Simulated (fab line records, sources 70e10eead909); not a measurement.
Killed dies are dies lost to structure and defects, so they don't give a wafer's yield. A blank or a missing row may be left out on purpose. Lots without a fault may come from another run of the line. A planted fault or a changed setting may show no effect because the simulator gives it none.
fab line records | flow nand_harc
record lots=6 wafers=18 last_day=33
route steps=1302 shown P_ZERO_WELL@68 P_STI@69
lots that met no fault: from a run of the same line without faults
start_h: hours from the record's first day to the start of the lot's first wafer shown | wait_h: hours since the lot's step before | " the same as in the row above | L1.1+2: a row that stands for several wafers | - no value, or no start given | * or withheld: withheld | < > ~ a bound
route shown NAME@n: a module of which the file shows steps, and the number in the route of the first | usual: mean/standard deviation of fault-free wafers | same: alike in all rows | chamber/n: place in a boat | sites: the reading at each site | _std_site: their standard deviation | _edge_site: outer sites' mean less inner sites' | radius_mm: how far each site lies from the wafer's centre | mask NAME#n: copy n | behind: the tool/chamber that last shaped the wafer | hold: why the lot was held/for how many hours/how that ended | device: the transistor (n, p or np) that didn't switch | end of line: the same wafers' tests at the end of the route | a step without rows: its recipe alone | killed: dies lost to structure and defects at the first sort, not the wafer's yield | map: a wafer's dies, x killed, . not, _ none there
set.NAME: the setting as run; set.NAME@STEP: as run at that earlier step | model.NAME: the simulator's own value behind a step, which no gauge read
lots at some steps of the route; a table a step, a row a wafer
services: from which hour (start_h, from the record's first day; less than 0 if before it) a tool's chamber was out of use, for how many hours, and why
## steps
# step NHARC_P_ZERO_WELL_INSPECT_43
# usual raw_defect_count=13/6.4
# columns lot.wafer tool chamber start_h wait_h raw_defect_count
L547.1 defect_inspect-02 - 51.47 0.6 8
L547.2 " - " " 7
L547.4 " - " " 9
L549.1 defect_inspect-02 - 67.40 0.6 4
L549.4 " - " " 12
L549.6 " - " " 8
L564.3 defect_inspect-01 - 217.56 0.4 16
L564.4 " - " " 23
L564.6 " - " " 17
L565.3 defect_inspect-01 - 227.57 0.4 12
L565.4 " - " " 7
L565.6 " - " " 17
L567.1 defect_inspect-02 - 247.63 0.6 6
L567.2 " - " " 14
L567.4 " - " " 13
L568.2 defect_inspect-01 - 257.60 0.5 23
L568.4 " - " " 11
L568.5 " - " " 10
# step NHARC_P_STI_ETCH_26
# recipe target_depth_a=110 chemistry=dHF material=SiO2
# step NHARC_P_STI_PRECLEAN_27
# recipe time_s=* temp_c=50 bath_age_min=0 chemistry=SC1
# step NHARC_P_STI_SRD_28
# step NHARC_P_STI_OXIDE_29
# recipe target_thk_a=100 temp_c=900 ox_time_s=1362 material=SiO2
# step NHARC_P_STI_HM_DEP_30
# recipe target_thk_a=800 temp_c=790 pressure_mtorr=300 time_s=873 material=Si3N4
# step NHARC_P_STI_DEHYDRATE_01
# recipe temp_c=150 time_s=120
# step NHARC_P_STI_HMDS_02
# recipe time_s=30
# step NHARC_P_STI_COAT_41
# recipe temp_c=200 time_s=65
# step NHARC_P_STI_COAT_03
# recipe spin_rpm=2000 resist_thk_nm=600
# step NHARC_P_STI_SOFTBAKE_04
# recipe temp_c=125 time_s=70
# step NHARC_P_STI_EBR_05
# step NHARC_P_STI_EXPOSE_06
# recipe na=0.55 target_cd_nm=200 dose_mj=37.69 mask_id=P_STI
# usual exposure_dose_mJ_cm2=37.69/0.037 focus_offset_nm=0.0/0.57 reticle_temp_C=23.00/0.11
# columns lot.wafer tool chamber start_h wait_h mask exposure_dose_mJ_cm2 focus_offset_nm reticle_temp_C
L547.1 krf_scanner-02 0 65.82 - P_STI#0 37.62 -0.8 23.24
L547.2 " 0 " " P_STI#0 37.64 -0.9 23.16
L547.4 " 0 " " P_STI#0 37.68 -1.0 23.07
L549.1 krf_scanner-02 0 83.96 - P_STI#0 37.71 -0.1 23.04
L549.4 " 0 " " P_STI#0 37.64 0.0 23.08
L549.6 " 0 " " P_STI#0 37.68 0.3 22.99
L564.3 krf_scanner-03 - 232.77 - P_STI#0 - - -
L564.4 " - " " P_STI#0 - - -
L564.6 " - " " P_STI#0 - - -
L565.3 krf_scanner-02 - 244.72 - P_STI#0 - - -
L565.4 " - " " P_STI#0 - - -
L565.6 " - " " P_STI#0 - - -
L567.1 krf_scanner-02 0 264.59 - P_STI#0 37.75 0.9 22.87
L567.2 " 0 " " P_STI#0 37.76 1.0 23.06
L567.4 " 0 " " P_STI#0 37.81 0.4 22.72
L568.2 krf_scanner-02 0 275.61 - P_STI#0 37.70 -0.4 23.00
L568.4 " 0 " " P_STI#0 37.69 -0.3 22.94
L568.5 " 0 " " P_STI#0 37.71 -0.4 23.04
# step NHARC_P_STI_PEB_07
# recipe peb_temp_c=128 peb_time_s=80
## services
# columns tool chamber start_h hours kind
krf_scanner-03 - 52.00 4.0 pm
krf_scanner-02 - 81.93 1.6 repair
krf_scanner-03 - 85.35 1.7 repair
krf_scanner-02 - 94.01 4.0 pm
krf_scanner-03 - 117.84 1.1 repair
krf_scanner-02 - 124.85 1.7 repair
krf_scanner-03 - 183.08 0.5 repair
krf_scanner-03 - 220.72 1.7 repair
krf_scanner-03 - 224.00 4.0 pm
krf_scanner-02 - 266.01 4.0 pm
krf_scanner-02 - 270.14 0.3 repair
## key
first_sign step=NHARC_P_STI_EXPOSE_06 reading=tool_record direction=missing
effect none on later readings
met_at NHARC_P_STI_EXPOSE_06
struck_wafers L564.3,L564.4,L564.6,L565.3,L565.4,L565.6
later_rows_left_out L564.3,L564.4,L564.6,L565.3,L565.4,L565.6
sort_left_out L564.3,L564.4,L564.6,L565.3,L565.4,L565.6
tester_left_out L564,L565
onset_between 83.96 232.77
fault kind=skipped_step_whole tool=krf_scanner-02,krf_scanner-03 chamber=- onset_h=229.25 steps=NHARC_P_STI_EXPOSE_06 scope=struck_lots_only
# tester_left_out: of these lots the tester's yield and bins aren't shown, on N5 and GAA mostly nor the transistor test; their killed dies are dies lost to structure and defects alone, not to doping, threshold or leakage, so they don't give the yield
# sort_left_out: the simulated sort isn't trusted on such a fault, so these wafers' sort isn't shown, and their yield isn't known
# later_rows_left_out: the simulator's readings of these wafers behind a module that went badly wrong aren't trusted and aren't shown, but for the sort
